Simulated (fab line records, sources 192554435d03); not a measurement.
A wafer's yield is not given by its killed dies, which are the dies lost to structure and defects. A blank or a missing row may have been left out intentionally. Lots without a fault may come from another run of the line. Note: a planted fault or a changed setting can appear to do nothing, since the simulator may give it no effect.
Matching of chambers -- flow n5Finfet -- N5_BEOL_M14_ILD_DEP_00 on pecvd-03 has 3 sister chambers
The step deposits SiO2 from TEOS/O2, target thk 1119.3 nm, time 237.4 s. 3 wafers are shown with their chamber, then 12 later ones without.

## EACH WAFER AND ITS CHAMBER
wafer,chamber,throttleValvePct (%)
L089.1,1,20.9
L089.2,2,18.8
L089.6,0,19.4

## WAFERS WITH NO CHAMBER GIVEN
wafer,throttleValvePct (%)
L093.2,20.9
L093.4,19.4
L093.5,21.2
L095.3,19.1
L095.4,18.8
L095.6,19.4
L091.1,19.1
L091.5,19.1
L091.6,18.8
L096.1,18.7
L096.5,19.4
L096.6,20.8

## WHICH CHAMBER EACH WENT THROUGH
wafer,from the rows above,in truth
L093.2,1,1
L093.4,0,0
L093.5,1,1
L095.3,can't be placed: 0 or 2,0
L095.4,2,2
L095.6,0,0
L091.1,can't be placed: 0 or 2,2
L091.5,can't be placed: 0 or 2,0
L091.6,2,2
L096.1,2,2
L096.5,0,0
L096.6,1,1
Placed correctly: 9 of 12. These rows do not allow placing 3 (true chamber among the candidates in 3). Number placed wrongly: 0.
How it was worked out, from the rows above alone: a wafer's distance from a chamber is the root of the sum, over the readings, of the square of ((its reading less the chamber's mean) divided by the reading's scatter). The wafer belongs to the nearest chamber; if the next one is less than 2 further off, it can't be placed. The mean given for a chamber averages the wafers shown for that chamber. The scatter: with one shown wafer a chamber, the root of the mean of the squares of how far each hidden wafer lies from its nearest shown one.
